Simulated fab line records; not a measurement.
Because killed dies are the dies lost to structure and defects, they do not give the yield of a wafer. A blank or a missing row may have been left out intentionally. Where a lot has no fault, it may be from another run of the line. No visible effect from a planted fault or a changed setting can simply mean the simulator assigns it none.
fab line records	flow n5-finfet
record lots=24	wafers=72	last-day=17
route steps=1938 shown BEOL_M6@1256 BEOL_M7@1310
lots that met no fault: taken from a fault-free run of the same line
start-h: the number of hours between the record's first day and the start of the first shown wafer of the lot	wait-h: time in hours since the lot's previous step	" the same as in the row above	L1.1+2: a single row standing in for several wafers	- no value, or no start given	* or withheld: withheld	< > ~ a bound
route shown NAME@n: a module of which the file shows steps, and the number in the route of the first	usual: average and standard deviation across the fault-free wafers	same: alike in all rows	chamber/n: place in a boat	sites: each site's reading	_std_site: standard deviation across them	_edge_site: outer sites' mean less inner sites'	radius-mm: how far each site lies from the wafer's centre	mask NAME#n: copy n	behind: the last tool/chamber to shape the wafer	hold: why the lot was held/for how many hours/how that ended	device: whichever transistor did not switch (one of n, p or np)	end of line: the same wafers' tests at the end of the route	a step without rows: its recipe alone	killed: dies that structure and defects cost at the first sort, which is not the same as the wafer's yield	map: dies across one wafer; x = killed, . = not, _ = none there
set.NAME: setting as actually run; set.NAME@STEP: the setting as run at that earlier step	model.NAME: the simulator's own value behind a step, which no gauge read
the route's steps for a sample of lots (tables are steps, rows are wafers)
services: when a tool's chamber went out of use (start-h, in hours from the record's first day, below 0 if earlier), for how many hours, and the reason
## steps
# step N5_BEOL_M6_ANNEAL_51
# recipe temp-c=225	time-s=90	ambient=N2
# usual anneal-temp-c=225.01/0.16	anneal-temp-c-max=226.46/0.29	wafer_temp_C_max=226.03/0.22
lot.wafer	tool	chamber	start-h	wait-h	anneal-temp-c	anneal-temp-c-max	wafer_temp_C_max
L074.1	rtp-anneal-01	0	184.63	0.7	224.76	226.48	226.16
L074.3	"	0	"	"	224.84	226.43	226.30
L074.5	"	0	"	"	224.79	226.48	226.12
L075.2	rtp-anneal-01	0	190.27	0.1	225.27	226.70	226.03
L075.4	"	0	"	"	225.39	226.82	226.13
L075.6	"	0	"	"	225.16	226.43	226.26
L076.2	rtp-anneal-02	0	192.88	0.1	225.14	226.64	226.01
L076.4	"	0	"	"	225.03	226.26	226.06
L076.6	"	0	"	"	225.14	226.32	225.56
L077.1	rtp-anneal-02	0	201.12	1.9	224.71	225.95	226.06
L077.2	"	0	"	"	224.86	226.08	225.99
L077.6	"	0	"	"	225.09	226.45	226.29
L078.1	rtp-anneal-01	0	202.30	0.6	225.25	226.51	225.65
L078.4	"	0	"	"	224.89	226.32	226.07
L078.6	"	0	"	"	225.05	226.46	226.26
L079.1	rtp-anneal-01	0	215.97	0.1	225.08	226.35	225.99
L079.2	"	0	"	"	224.81	226.00	226.06
L079.3	"	0	"	"	224.94	226.26	225.95
L080.1	rtp-anneal-02	0	220.84	0.1	225.03	226.57	225.74
L080.5	"	0	"	"	224.99	226.82	225.80
L080.6	"	0	"	"	224.95	226.12	226.01
L081.1	rtp-anneal-01	0	224.94	0.1	224.79	226.36	226.05
L081.5	"	0	"	"	225.15	226.86	226.05
L081.6	"	0	"	"	225.18	226.41	225.92
L082.1	rtp-anneal-01	0	238.46	0.1	224.91	226.38	226.05
L082.3	"	0	"	"	224.81	226.38	225.74
L082.5	"	0	"	"	224.85	226.43	225.86
L083.1	rtp-anneal-01	0	241.64	0.1	224.88	226.89	225.78
L083.2	"	0	"	"	225.13	226.78	225.94
L083.5	"	0	"	"	225.18	226.86	226.26
L084.1	rtp-anneal-01	0	246.42	0.1	225.07	226.28	226.29
L084.3	"	0	"	"	225.15	226.79	226.24
L084.4	"	0	"	"	225.11	227.20	226.11
L085.1	rtp-anneal-01	0	247.53	0.1	225.05	226.84	226.20
L085.2	"	0	"	"	224.89	226.11	226.21
L085.6	"	0	"	"	224.82	226.72	226.53
L086.1	rtp-anneal-01	0	266.51	0.1	224.98	226.40	226.25
L086.3	"	0	"	"	224.78	226.86	226.05
L086.5	"	0	"	"	225.16	226.33	226.10
L087.1	rtp-anneal-02	0	267.99	0.3	225.25	226.62	226.24
L087.2	"	0	"	"	224.97	226.24	225.84
L087.3	"	0	"	"	225.20	226.43	225.93
L088.3	rtp-anneal-02	0	268.47	0.7	224.93	225.94	225.98
L088.5	"	0	"	"	225.03	226.78	225.82
L088.6	"	0	"	"	225.05	226.51	226.08
L089.1	rtp-anneal-02	0	270.43	0.1	225.12	226.35	226.28
L089.2	"	0	"	"	224.98	226.09	226.12
L089.5	"	0	"	"	225.02	226.32	226.19
L090.2	rtp-anneal-01	0	279.83	0.2	224.70	226.04	226.12
L090.4	"	0	"	"	225.11	226.48	225.77
L090.6	"	0	"	"	224.83	226.83	225.71
L091.1	rtp-anneal-01	0	288.36	0.2	225.00	226.51	225.68
L091.2	"	0	"	"	225.01	226.39	226.04
L091.6	"	0	"	"	225.03	226.66	225.97
L092.1	rtp-anneal-02	0	291.67	0.1	224.89	226.48	225.92
L092.2	"	0	"	"	225.34	226.58	225.93
L092.3	"	0	"	"	225.18	226.75	225.60
L094.2	rtp-anneal-02	0	309.70	0.2	224.86	226.46	225.99
L094.3	"	0	"	"	225.21	227.47	226.00
L094.5	"	0	"	"	225.11	226.41	225.65
L093.1	rtp-anneal-02	0	310.52	0.1	224.93	226.16	225.79
L093.2	"	0	"	"	224.87	226.71	225.78
L093.3	"	0	"	"	224.90	226.64	226.27
L095.1	rtp-anneal-01	0	314.68	0.1	224.75	226.20	225.84
L095.3	"	0	"	"	224.80	226.16	225.84
L095.6	"	0	"	"	224.91	226.04	225.95
L096.2	rtp-anneal-02	0	327.01	0.4	225.04	226.71	225.79
L096.3	"	0	"	"	224.86	226.31	225.99
L096.6	"	0	"	"	224.96	226.28	226.13
L097.1	rtp-anneal-02	0	329.73	0.3	224.79	225.93	226.12
L097.3	"	0	"	"	224.96	226.15	225.78
L097.6	"	0	"	"	225.11	226.34	226.20
# step N5_BEOL_M6_DEP_56
# recipe material=SiCN	target-thk-a=100	temp-c=withheld	precursor=3MS/NH3	pressure-torr=3	rf-w=202	time-s=17.5
# usual showerhead-plenum-p-Torr=3.663/0.013	throttle-valve-pct=9.0/0.38
lot.wafer	tool	chamber	start-h	wait-h	showerhead-plenum-p-Torr	throttle-valve-pct
L074.1	pecvd-01	0	185.30	0.0	3.677	8.6
L074.3	"	2	"	"	3.679	9.1
L074.5	"	1	"	"	3.633	9.2
L075.2	pecvd-02	2	190.87	0.0	3.667	8.8
L075.4	"	1	"	"	3.687	9.1
L075.6	"	0	"	"	3.664	9.7
L076.2	pecvd-03	1	193.50	0.0	3.637	8.7
L076.4	"	2	"	"	3.658	8.7
L076.6	"	0	"	"	3.664	9.1
L077.1	pecvd-03	2	201.78	0.0	3.654	8.8
L077.2	"	0	"	"	3.661	9.2
L077.6	"	2	"	"	3.646	8.7
L078.1	pecvd-03	0	202.97	0.0	3.652	8.8
L078.4	"	2	"	"	3.654	8.9
L078.6	"	1	"	"	3.659	8.9
L079.1	pecvd-03	0	216.62	0.0	3.664	9.0
L079.2	"	2	"	"	3.654	9.1
L079.3	"	1	"	"	3.654	8.8
L080.1	pecvd-02	2	221.50	0.0	3.681	9.0
L080.5	"	1	"	"	3.676	9.4
L080.6	"	2	"	"	3.671	8.9
L081.1	pecvd-01	0	225.60	0.0	3.680	8.5
L081.5	"	0	"	"	3.677	8.6
L081.6	"	1	"	"	3.644	9.3
L082.1	pecvd-03	1	239.11	0.0	3.664	8.7
L082.3	"	0	"	"	3.660	9.0
L082.5	"	2	"	"	3.661	9.0
L083.1	pecvd-02	2	242.29	0.0	3.666	9.0
L083.2	"	0	"	"	3.657	10.2
L083.5	"	2	"	"	3.657	8.9
L084.1	pecvd-01	2	247.08	0.0	3.665	8.1
L084.3	"	2	"	"	3.668	8.5
L084.4	"	1	"	"	3.644	9.1
L085.1	pecvd-01	2	248.21	0.0	3.669	8.2
L085.2	"	1	"	"	3.632	9.2
L085.6	"	2	"	"	3.684	8.2
L086.1	pecvd-03	0	267.16	0.0	3.654	8.8
L086.3	"	2	"	"	3.657	8.9
L086.5	"	1	"	"	3.662	8.8
L087.1	pecvd-02	2	268.64	0.0	3.677	9.0
L087.2	"	1	"	"	3.682	9.1
L087.3	"	0	"	"	3.667	10.0
L088.3	pecvd-02	0	269.05	0.0	3.669	9.7
L088.5	"	0	"	"	3.658	9.6
L088.6	"	1	"	"	3.680	8.8
L089.1	pecvd-03	1	271.09	0.0	3.650	8.9
L089.2	"	2	"	"	3.656	8.8
L089.5	"	0	"	"	3.651	8.9
L090.2	pecvd-02	2	280.44	0.0	3.677	8.7
L090.4	"	1	"	"	3.676	9.3
L090.6	"	0	"	"	3.667	9.8
L091.1	pecvd-01	1	289.15	0.0	3.638	9.1
L091.2	"	2	"	"	3.670	8.4
L091.6	"	2	"	"	3.666	8.4
L092.1	pecvd-02	0	292.79	0.0	3.663	9.7
L092.2	"	1	"	"	3.676	9.1
L092.3	"	2	"	"	3.669	8.8
L094.2	pecvd-03	2	310.31	0.0	3.650	9.2
L094.3	"	1	"	"	3.660	8.6
L094.5	"	0	"	"	3.656	8.8
L093.1	pecvd-03	0	311.17	0.0	3.661	8.9
L093.2	"	1	"	"	3.656	8.7
L093.3	"	2	"	"	3.657	9.2
L095.1	pecvd-03	1	315.33	0.0	3.664	8.9
L095.3	"	2	"	"	3.661	8.9
L095.6	"	0	"	"	3.657	8.9
L096.2	pecvd-02	1	327.84	0.0	3.675	9.1
L096.3	"	0	"	"	3.658	9.7
L096.6	"	1	"	"	3.680	9.2
L097.1	pecvd-01	0	330.39	0.0	3.687	8.8
L097.3	"	2	"	"	3.674	8.4
L097.6	"	1	"	"	3.643	9.1
# step N5_BEOL_M6_RS_MEAS_57
# recipe thk-meas-gauge=four-point-probe	reads=Cu_of_BEOL_M6_ECD_50+Co_of_BEOL_M6_CVD_78+TaN_of_BEOL_M6_ALD_77
# usual M6_RS=0.287/0.011
lot.wafer	tool	chamber	start-h	wait-h	M6_RS[ohm/sq]
L074.1	film-metro-01	-	185.37	0.1	0.281
L074.3	"	-	"	"	0.293
L074.5	"	-	"	"	0.301
L075.2	film-metro-01	-	190.94	0.1	0.281
L075.4	"	-	"	"	0.277
L075.6	"	-	"	"	0.284
L076.2	film-metro-01	-	193.57	0.1	0.285
L076.4	"	-	"	"	0.299
L076.6	"	-	"	"	0.295
L077.1	film-metro-01	-	201.85	0.1	0.294
L077.2	"	-	"	"	0.295
L077.6	"	-	"	"	0.290
L078.1	film-metro-02	-	203.04	0.1	0.267
L078.4	"	-	"	"	0.282
L078.6	"	-	"	"	0.284
L079.1	film-metro-02	-	216.69	0.1	0.296
L079.2	"	-	"	"	0.283
L079.3	"	-	"	"	0.320
L080.1	film-metro-01	-	221.57	0.1	0.289
L080.5	"	-	"	"	0.281
L080.6	"	-	"	"	0.287
L081.1	film-metro-02	-	225.69	0.1	0.290
L081.5	"	-	"	"	0.282
L081.6	"	-	"	"	0.293
L082.1	film-metro-01	-	239.18	0.1	0.281
L082.3	"	-	"	"	0.264
L082.5	"	-	"	"	0.288
L083.1	film-metro-02	-	242.36	0.1	0.279
L083.2	"	-	"	"	0.311
L083.5	"	-	"	"	0.281
L084.1	film-metro-01	-	247.17	0.1	0.278
L084.3	"	-	"	"	0.267
L084.4	"	-	"	"	0.277
L085.1	film-metro-01	-	248.29	0.1	0.287
L085.2	"	-	"	"	0.283
L085.6	"	-	"	"	0.296
L086.1	film-metro-01	-	267.23	0.1	0.289
L086.3	"	-	"	"	0.283
L086.5	"	-	"	"	0.270
L087.1	film-metro-02	-	268.71	0.1	0.285
L087.2	"	-	"	"	0.283
L087.3	"	-	"	"	0.297
L088.3	film-metro-01	-	269.12	0.1	0.281
L088.5	"	-	"	"	0.303
L088.6	"	-	"	"	0.284
L089.1	film-metro-01	-	271.15	0.1	0.293
L089.2	"	-	"	"	0.278
L089.5	"	-	"	"	0.278
L090.2	film-metro-01	-	280.52	0.1	0.295
L090.4	"	-	"	"	0.282
L090.6	"	-	"	"	0.275
L091.1	film-metro-02	-	289.22	0.1	0.293
L091.2	"	-	"	"	0.278
L091.6	"	-	"	"	0.291
L092.1	film-metro-01	-	292.86	0.1	0.296
L092.2	"	-	"	"	0.287
L092.3	"	-	"	"	0.292
L094.2	film-metro-01	-	310.38	0.1	0.266
L094.3	"	-	"	"	0.286
L094.5	"	-	"	"	0.277
L093.1	film-metro-01	-	311.24	0.1	0.306
L093.2	"	-	"	"	0.286
L093.3	"	-	"	"	0.270
L095.1	film-metro-02	-	315.40	0.1	0.278
L095.3	"	-	"	"	0.299
L095.6	"	-	"	"	0.283
L096.2	film-metro-02	-	327.91	0.1	0.278
L096.3	"	-	"	"	0.288
L096.6	"	-	"	"	0.292
L097.1	film-metro-02	-	330.46	0.1	0.294
L097.3	"	-	"	"	0.292
L097.6	"	-	"	"	0.291
# step N5_BEOL_M7_STRIP_80
# recipe chemistry=N2/H2	time-s=10	power-w=450	temp-c=40	pressure-mtorr=20	rf-frequency-hz=6e+07	bias-power-w=7	n2-flow-sccm=200	h2-flow-sccm=200
# usual drypump-motor-current-A=5.8/0.34	h2-flow-sccm=200.0/0.62	oes-product-au=0.76/0.085	rf-vpp-V=59.1/0.82	showerhead-plenum-p-Torr=2.53/0.087	throttle-valve-pct=23.6/0.44
lot.wafer	tool	chamber	start-h	wait-h	drypump-motor-current-A	h2-flow-sccm	oes-product-au	rf-hours-counter-h	rf-vpp-V	showerhead-plenum-p-Torr	throttle-valve-pct
L074.1	rie-diel-01	2	-	-	6.3	200.3	0.75	152	59.0	2.45	24.0
L074.3	"	1	"	"	5.5	200.3	0.73	189	59.6	2.51	23.6
L074.5	"	1	"	"	5.5	199.9	0.73	-	57.9	2.51	23.5
L075.2	rie-diel-03	1	-	-	6.3	200.4	0.75	173	58.6	2.63	24.1
L075.4	"	1	"	"	6.3	200.9	0.75	-	60.2	2.63	24.1
L075.6	"	0	"	"	5.7	199.9	0.73	-	58.6	2.63	23.5
L076.2	rie-diel-03	1	-	-	6.3	199.6	0.74	174	58.2	2.63	24.1
L076.4	"	3	"	"	5.8	199.4	0.73	-	59.0	2.39	23.3
L076.6	"	0	"	"	5.7	199.3	0.73	-	58.6	2.63	23.5
L077.1	rie-diel-02	2	-	-	5.2	200.3	0.68	205	59.3	2.52	23.6
L077.2	"	3	"	"	5.3	199.9	0.78	97	57.8	2.55	23.2
L077.6	"	2	"	"	5.1	200.7	0.69	-	60.3	2.52	23.6
L078.1	rie-diel-01	2	-	-	6.3	199.7	0.74	159	58.7	2.45	24.0
L078.4	"	3	"	"	5.4	199.6	0.72	-	60.3	2.53	23.7
L078.6	"	1	"	"	5.5	200.1	0.73	-	59.6	2.51	23.6
L079.1	rie-diel-01	1	-	-	5.5	201.0	0.72	202	57.6	2.51	23.6
L079.2	"	3	"	"	5.4	199.8	0.71	183	60.3	2.52	23.7
L079.3	"	2	"	"	6.3	200.4	0.74	165	58.9	2.45	24.0
L080.1	rie-diel-01	3	-	-	5.4	199.5	0.72	185	60.1	2.52	23.7
L080.5	"	1	"	"	5.5	200.5	0.73	-	58.3	2.51	23.6
L080.6	"	3	"	"	5.4	199.4	0.72	-	58.7	2.52	23.7
L081.1	rie-diel-03	3	-	-	5.7	199.6	0.71	209	59.1	2.38	23.3
L081.5	"	2	"	"	6.0	199.3	0.98	-	60.6	2.68	23.5
L081.6	"	3	"	"	5.8	200.3	0.71	-	59.0	2.38	23.3
L082.1	rie-diel-02	0	-	-	6.3	199.4	0.72	217	59.2	2.54	24.8
L082.3	"	2	"	"	5.1	200.8	0.69	219	59.0	2.51	23.6
L082.5	"	0	"	"	6.3	200.7	0.73	-	60.6	2.54	24.8
L083.1	rie-diel-01	1	-	-	5.5	200.0	0.71	214	58.8	2.50	23.6
L083.2	"	0	"	"	5.7	200.1	0.68	244	59.8	2.50	23.3
L083.5	"	0	"	"	5.7	200.5	0.68	-	58.3	2.50	23.4
L084.1	rie-diel-03	0	-	-	5.7	199.7	0.71	203	57.2	2.62	23.5
L084.3	"	2	"	"	6.0	200.4	0.97	11	59.9	2.68	23.5
L084.4	"	3	"	"	5.8	199.2	0.72	211	57.2	2.38	23.3
L085.1	rie-diel-03	2	-	-	6.0	200.7	0.96	11	60.7	2.68	23.5
L085.2	"	0	"	"	5.7	198.8	0.71	203	59.8	2.62	23.5
L085.6	"	0	"	"	5.7	199.3	0.71	-	59.5	2.62	23.5
L086.1	rie-diel-03	1	-	-	6.3	199.5	0.73	191	60.0	2.62	24.1
L086.3	"	0	"	"	5.7	199.4	0.71	210	59.9	2.62	23.5
L086.5	"	2	"	"	6.0	200.1	0.95	-	58.6	2.67	23.5
L087.1	rie-diel-03	2	-	-	6.0	200.3	0.95	18	59.5	2.67	23.5
L087.2	"	1	"	"	6.3	200.6	0.73	192	60.0	2.62	24.1
L087.3	"	3	"	"	5.8	200.0	0.71	218	57.3	2.38	23.3
L088.3	rie-diel-02	1	-	-	5.8	199.5	0.88	52	59.2	2.47	23.3
L088.5	"	0	"	"	6.3	200.2	0.71	-	59.7	2.53	24.8
L088.6	"	1	"	"	5.8	199.8	0.88	-	58.3	2.47	23.3
L089.1	rie-diel-03	0	-	-	5.7	199.5	0.71	211	60.7	2.62	23.5
L089.2	"	1	"	"	6.2	199.1	0.73	192	60.6	2.62	24.1
L089.5	"	0	"	"	5.7	200.4	0.71	-	58.3	2.62	23.5
L090.2	rie-diel-02	3	-	-	5.4	201.1	0.77	120	59.4	2.54	23.2
L090.4	"	1	"	"	5.8	199.7	0.88	58	59.3	2.46	23.3
L090.6	"	0	"	"	6.3	199.4	0.71	-	58.6	2.53	24.8
L091.1	rie-diel-03	2	-	-	6.0	199.4	0.94	24	58.2	2.67	23.5
L091.2	"	1	"	"	6.2	200.3	0.73	197	58.9	2.62	24.1
L091.6	"	2	"	"	6.0	200.0	0.93	-	58.9	2.67	23.5
L092.1	rie-diel-02	2	-	-	5.2	201.0	0.67	237	58.9	2.50	23.6
L092.2	"	3	"	"	5.4	200.7	0.76	124	59.6	2.54	23.2
L092.3	"	1	"	"	5.8	200.8	0.87	62	58.8	2.46	23.3
L093.1	rie-diel-03	1	-	-	6.2	200.4	0.73	205	60.3	2.62	24.1
L093.2	"	2	"	"	6.0	199.4	0.93	31	59.9	2.67	23.5
L093.3	"	0	"	"	5.7	199.5	0.71	224	59.7	2.61	23.5
L094.2	rie-diel-01	3	-	-	5.5	199.9	0.69	218	59.9	2.51	23.7
L094.3	"	0	"	"	5.7	200.5	0.95	7	59.4	2.49	22.8
L094.5	"	2	"	"	6.3	200.5	0.71	-	59.6	2.43	24.1
L095.1	rie-diel-02	3	-	-	5.3	199.8	0.76	130	58.1	2.53	23.2
L095.3	"	0	"	"	6.3	199.6	0.70	243	60.0	2.52	24.8
L095.6	"	3	"	"	5.3	199.8	0.76	-	59.7	2.53	23.2
L096.2	rie-diel-01	3	-	-	5.4	200.8	0.68	222	58.8	2.51	23.7
L096.3	"	1	"	"	5.5	199.5	0.69	242	59.4	2.49	23.6
L096.6	"	1	"	"	5.5	199.1	0.68	-	60.1	2.49	23.6
L097.1	rie-diel-01	2	-	-	6.3	200.6	0.71	206	59.5	2.43	24.1
L097.3	"	0	"	"	5.6	200.1	0.93	12	59.1	2.49	22.8
L097.6	"	0	"	"	5.7	199.6	0.94	-	58.5	2.49	22.8
# step N5_BEOL_M7_CMP_52
# recipe stop-on=SiCOH_lowk	t-overpolish-s=6.9	down-force-psi=1	platen-rpm=50	clearing-platen-down-force-psi=1.5	clearing-platen-rpm=50	post-cmp-clean=cu-alkaline	target-thk-nm=80	clearing-platen-pad-velocity-m-s=0.99484	pad-velocity-m-s=0.99484
# usual barrier-field-endpoint-s=29.1/0.98	motor-current-A=6.4/0.5	overpolish-run-s=6.901/0.0096	time-to-endpoint-s=61/4.2
lot.wafer	tool	chamber	start-h	wait-h	barrier-field-endpoint-s	motor-current-A	overpolish-run-s	time-to-endpoint-s
L074.3	cmp-03	3	190.83	0.2	29.5	7.0	6.888	66
L074.1	"	1	"	"	29.0	6.9	6.899	64
L074.5	"	3	"	"	30.3	6.9	6.914	67
L075.4	cmp-03	1	198.32	0.2	28.7	7.2	6.915	65
L075.2	"	3	"	"	29.8	6.8	6.894	70
L075.6	"	0	"	"	28.5	5.8	6.890	58
L076.4	cmp-02	1	200.98	0.1	30.4	6.1	6.897	64
L076.2	"	3	"	"	29.3	5.7	6.905	56
L076.6	"	1	"	"	30.4	6.1	6.907	66
L077.2	cmp-02	2	208.85	0.4	27.9	6.8	6.897	57
L077.1	"	1	"	"	29.0	6.4	6.891	68
L077.6	"	2	"	"	28.4	6.6	6.894	61
L078.4	cmp-02	1	209.88	0.1	29.3	6.5	6.891	62
L078.1	"	2	"	"	28.9	6.5	6.892	60
L078.6	"	1	"	"	30.2	5.9	6.906	65
L079.1	cmp-04	3	224.08	0.3	28.5	6.0	6.909	60
L079.3	"	0	"	"	28.9	6.6	6.911	59
L079.2	"	1	"	"	29.7	6.3	6.912	63
L080.1	cmp-03	3	229.49	0.3	30.0	7.1	6.903	67
L080.6	"	3	"	"	30.7	7.2	6.891	70
L080.5	"	0	"	"	28.5	6.1	6.897	59
L081.1	cmp-02	3	234.87	0.3	29.5	5.3	6.917	58
L081.6	"	2	"	"	29.3	6.4	6.910	60
L081.5	"	3	"	"	29.1	5.6	6.917	60
L082.3	cmp-03	0	247.02	0.2	28.2	5.7	6.904	57
L082.1	"	2	"	"	28.9	6.7	6.892	55
L082.5	"	3	"	"	30.5	6.7	6.889	65
L083.2	cmp-04	3	251.16	0.2	29.9	5.9	6.907	63
L083.1	"	2	"	"	28.7	5.5	6.918	63
L083.5	"	3	"	"	28.6	6.0	6.897	60
L084.4	cmp-04	1	254.36	0.1	29.0	6.6	6.902	63
L084.1	"	3	"	"	28.5	6.2	6.889	58
L084.3	"	0	"	"	27.1	6.5	6.911	54
L085.1	cmp-04	0	258.04	0.3	27.1	6.0	6.908	57
L085.2	"	1	"	"	28.9	6.7	6.903	65
L085.6	"	3	"	"	28.1	6.4	6.898	60
L086.3	cmp-04	2	274.91	0.2	28.9	5.5	6.910	63
L086.1	"	3	"	"	28.2	5.7	6.891	61
L086.5	"	2	"	"	28.9	5.5	6.896	64
L087.3	cmp-03	2	276.25	0.2	28.6	6.7	6.884	57
L087.2	"	3	"	"	29.7	6.6	6.915	66
L087.1	"	0	"	"	27.7	5.8	6.893	57
L088.3	cmp-04	3	276.56	0.2	28.0	6.4	6.906	59
L088.6	"	2	"	"	29.2	5.7	6.905	62
L088.5	"	3	"	"	28.3	6.2	6.886	58
L089.1	cmp-02	1	279.39	0.3	29.2	6.1	6.899	64
L089.2	"	3	"	"	26.9	5.7	6.901	58
L089.5	"	1	"	"	30.3	6.3	6.904	67
L090.2	cmp-04	3	288.87	0.4	29.1	6.1	6.904	61
L090.4	"	0	"	"	29.4	6.2	6.903	56
L090.6	"	3	"	"	29.3	6.0	6.886	58
L091.1	cmp-03	3	296.24	0.3	29.4	7.1	6.903	64
L091.2	"	0	"	"	28.2	6.2	6.912	57
L091.6	"	0	"	"	28.0	6.1	6.914	55
L092.2	cmp-04	3	298.65	0.2	28.9	6.0	6.906	58
L092.1	"	1	"	"	29.3	6.7	6.910	62
L092.3	"	2	"	"	30.0	5.6	6.898	66
L093.1	cmp-03	2	321.00	0.3	27.2	6.9	6.916	53
L093.2	"	0	"	"	27.4	5.6	6.891	54
L093.3	"	1	"	"	28.9	7.4	6.892	60
L094.2	cmp-04	3	321.30	0.2	30.6	6.4	6.916	66
L094.3	"	1	"	"	31.0	6.3	6.901	69
L094.5	"	3	"	"	30.3	6.3	6.902	64
L095.3	cmp-04	1	321.87	0.2	30.7	6.6	6.913	66
L095.1	"	2	"	"	29.8	5.4	6.903	68
L095.6	"	3	"	"	30.2	6.1	6.900	61
L096.3	cmp-04	1	335.37	0.2	30.7	6.7	6.912	66
L096.2	"	0	"	"	27.4	6.0	6.909	59
L096.6	"	2	"	"	30.7	5.7	6.914	65
L097.3	cmp-03	2	338.28	0.2	28.4	6.7	6.896	54
L097.1	"	3	"	"	29.9	7.0	6.897	67
L097.6	"	0	"	"	28.2	6.2	6.887	55
# step N5_BEOL_M7_INSPECT_58
# recipe inspect-instrument=darkfield	mode=post-dep
# usual raw-defect-count=71/24
lot.wafer	tool	chamber	start-h	wait-h	raw-defect-count
L074.1	defect-inspect-02	-	191.24	0.0	91
L074.3	"	-	"	"	63
L074.5	"	-	"	"	76
L075.2	defect-inspect-01	-	198.73	0.0	81
L075.4	"	-	"	"	71
L075.6	"	-	"	"	91
L076.2	defect-inspect-02	-	201.43	0.0	61
L076.4	"	-	"	"	62
L076.6	"	-	"	"	63
L077.1	defect-inspect-01	-	209.30	0.0	53
L077.2	"	-	"	"	70
L077.6	"	-	"	"	64
L078.1	defect-inspect-02	-	210.33	0.0	47
L078.4	"	-	"	"	112
L078.6	"	-	"	"	88
L079.1	defect-inspect-01	-	224.53	0.0	51
L079.2	"	-	"	"	62
L079.3	"	-	"	"	84
L080.1	defect-inspect-01	-	229.94	0.0	90
L080.5	"	-	"	"	96
L080.6	"	-	"	"	90
L081.1	defect-inspect-02	-	235.45	0.0	60
L081.5	"	-	"	"	88
L081.6	"	-	"	"	57
L082.1	defect-inspect-01	-	247.43	0.0	56
L082.3	"	-	"	"	65
L082.5	"	-	"	"	69
L083.1	defect-inspect-01	-	251.61	0.0	41
L083.2	"	-	"	"	76
L083.5	"	-	"	"	65
L084.1	defect-inspect-01	-	254.81	0.0	51
L084.3	"	-	"	"	66
L084.4	"	-	"	"	96
L085.1	defect-inspect-02	-	258.48	0.0	135
L085.2	"	-	"	"	110
L085.6	"	-	"	"	126
L086.1	defect-inspect-02	-	275.32	0.0	97
L086.3	"	-	"	"	62
L086.5	"	-	"	"	47
L087.1	defect-inspect-02	-	276.70	0.0	69
L087.2	"	-	"	"	44
L087.3	"	-	"	"	32
L088.3	defect-inspect-02	-	276.97	0.0	67
L088.5	"	-	"	"	83
L088.6	"	-	"	"	109
L089.1	defect-inspect-01	-	279.84	0.0	47
L089.2	"	-	"	"	39
L089.5	"	-	"	"	69
L090.2	defect-inspect-02	-	289.32	0.0	51
L090.4	"	-	"	"	80
L090.6	"	-	"	"	38
L091.1	defect-inspect-01	-	296.69	0.0	58
L091.2	"	-	"	"	96
L091.6	"	-	"	"	65
L092.1	defect-inspect-01	-	299.10	0.0	37
L092.2	"	-	"	"	30
L092.3	"	-	"	"	27
L093.1	defect-inspect-01	-	321.45	0.0	106
L093.2	"	-	"	"	79
L093.3	"	-	"	"	71
L094.2	defect-inspect-01	-	321.74	0.0	43
L094.3	"	-	"	"	47
L094.5	"	-	"	"	42
L095.1	defect-inspect-02	-	322.25	0.0	75
L095.3	"	-	"	"	82
L095.6	"	-	"	"	96
L096.2	defect-inspect-02	-	335.85	0.0	83
L096.3	"	-	"	"	79
L096.6	"	-	"	"	99
L097.1	defect-inspect-01	-	338.65	0.0	53
L097.3	"	-	"	"	80
L097.6	"	-	"	"	89
## services
tool	chamber	start-h	hours	kind
cmp-03	-	167.76	4.0	pm
rie-diel-01	3	176.74	8.3	repair
cmp-04	-	184.10	1.0	repair
cmp-04	-	190.04	7.5	pm
rtp-anneal-02	-	197.54	3.0	pm
pecvd-01	-	198.46	1.8	repair
cmp-04	-	199.68	1.3	repair
cmp-02	-	202.83	2.3	repair
cmp-04	-	217.46	3.4	pm
pecvd-03	-	221.28	2.8	pm
pecvd-02	-	225.45	14.6	pm
pecvd-01	0	226.24	23.5	repair
cmp-04	-	229.89	4.0	pm
pecvd-01	2	233.26	6.5	repair
rie-diel-03	-	234.90	15.6	pm
pecvd-01	-	237.10	5.5	pm
cmp-02	-	239.17	1.1	repair
pecvd-01	-	246.30	0.3	repair
pecvd-01	-	265.34	11.7	repair
cmp-03	-	286.72	6.2	pm
rie-diel-01	-	300.50	2.8	pm
pecvd-02	2	305.69	20.6	repair
cmp-04	-	317.77	1.3	repair
pecvd-03	1	333.33	3.7	repair
## key
fault none
